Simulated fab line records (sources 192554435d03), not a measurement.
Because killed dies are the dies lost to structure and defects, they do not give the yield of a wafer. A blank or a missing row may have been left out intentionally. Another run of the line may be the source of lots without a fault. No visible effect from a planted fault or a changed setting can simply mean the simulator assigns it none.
A struck lot beside a sound one :: flow n5_finfet :: 18 out of 1938 route steps
Sound: wafers L849.1, L849.5, L849.6. Struck: wafer L845.2 (left out: L845.1, L845.4 of the same lot, which were not struck); the cause appears at the end.
For every step that has rows: the tool of each side, followed by ch and its chambers, followed by its first start. Under that, the readings that differ: sound wafers :: struck wafers :: difference of the means :: sigmas: that difference in standard deviations of wafers without a fault.
alike: readings whose means differ by less than 2 such deviations, and words and numbers that are the same on both sides. not compared: withheld readings, readings that some wafer has no value for, bounds like >300 that may hide the same value, and numbers for which the record gives no deviation and whose values overlap.
A row with sigmas, a row that says differs or no value, or rows on one side alone: a step with any of these is where the two part. When numbers do not overlap yet have no deviation, they are printed without sigmas and do not part them. A reading missing from all wafers of one side parts the sides only when that side holds two or more wafers.

first, 11 steps without rows for these wafers: N5_BEOL_M1_DESCUM_33 (chemistry O2, time 7 s); N5_BEOL_M1_ETCH_77 (etches underlayer in N2/H2, target depth 6.5 nm, time 5.2 s); N5_BEOL_M1_ETCH_69 (etches SiARC in CF4, target depth 15.6 nm, time 26 s); N5_BEOL_M1_ALD_98 (deposits SiO2, target thk 2.5 nm, pulse time 1 s, co reactant pulse time 1 s); N5_BEOL_M1_ETCHBACK_99 (etches SiO2 in CHF3, target depth 5 nm, time 10.4 s); N5_BEOL_M1_ETCH_70 (etches SOC in N2/H2, target depth 80 nm, overetch 16 nm, time 120 s); N5_BEOL_M1_STRIP_71 (strips in N2/H2); N5_BEOL_M1_STRIP_78 (strips in N2/H2); N5_BEOL_M1_VIA_ETCH_34 (etches the open film in C4F6/O2, target depth 67.8 nm, time 64.4 s); N5_BEOL_M1_STRIP_83 (strips in C4F6/O2); N5_BEOL_M1_STRIP_36 (strips in N2/H2).
N5_BEOL_M1_TRENCH_ETCH_37: etches SiOC in C4F6/O2, target depth 55.207 nm, time 29 s.
  sound on rie_diel-02 ch 0,2,3, day 11 18:00; struck on rie_diel-03 ch 0, day 10 18:25
reading: bias_w (W)
sound: 185.5 185.2 185.5
struck: 184.2
difference: -1.2
sigmas: -2

reading: model.BEOL_M1.feature_depth_nm (nm)
sound: 53.4 55 53.2
struck: 44.8
difference: -9.1
sigmas: 

reading: model.etch.depth_nm (nm)
sound: 53.44 54.99 53.13
struck: 44.73
difference: -9.12
sigmas: 
  alike: drypump_motor_current_A, oes_product_au, rf_vpp_V, showerhead_plenum_p_Torr, throttle_valve_pct
  not compared: rf_hours_counter_h
then, 2 steps without rows for these wafers: N5_BEOL_M1_ETCH_41 (etches SiCN in CH3F/O2, target depth 31.9 nm, time 57.8 s); N5_BEOL_M1_STRIP_97 (strips in N2/H2, time 10 s).
N5_BEOL_M1_OCD_MEAS_38:
  sound on ocd-02, day 11 18:10; struck on ocd-02, day 10 18:34
reading: trench_depth_nm (nm)
sound: 53.1 55.2 52.9
struck: 44.8
difference: -8.9
sigmas: -10
then, 1 step without rows for these wafers: N5_BEOL_M1_HM_STRIP_39 (strips TiN in peroxide tin strip, target depth 25 nm, time 158 s).
-- a jump in the record: the struck wafers' starts before and after are 2 days apart (it breaks off in module BEOL_M1 and resumes in module BEOL_M4, where the first step shown is number 1111 of the route) --
N5_BEOL_M4_RC_MEAS_101:
  sound on prober-02 ch 0, day 13 15:53; struck on prober-02 ch 0, day 13 05:50
reading: DIBL_N (mV/V)
sound: 37.8 36.2 33.4
struck: 31.5
difference: -4.3
sigmas: -3

reading: DIBL_P (mV/V)
sound: 38.2 36.3 32.8
struck: 31.7
difference: -4.1
sigmas: -2
  alike: IOFF_N, IOFF_P, ION_N, ION_P, SS_N, SS_P, VT_N, VT_P
-- here the record skips 5 days between the struck wafers' starts before and after, leaving off in module BEOL_M4 and picking up in module PASSIVATION (first step shown: number 1936 of the route) --
N5_PASSIVATION_PROBE_49:
  rows exist in the record for the struck wafers here (prober-02, day 17 18:16), but not for the sound ones

## WHERE THEY PART
First at N5_BEOL_M1_TRENCH_ETCH_37; last, within this record, at N5_PASSIVATION_PROBE_49.

WHY: the cause the simulator had injected
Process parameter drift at N5_BEOL_M1_TRENCH_ETCH_37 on rie_diel-03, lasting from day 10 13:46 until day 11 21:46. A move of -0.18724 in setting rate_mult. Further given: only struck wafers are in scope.
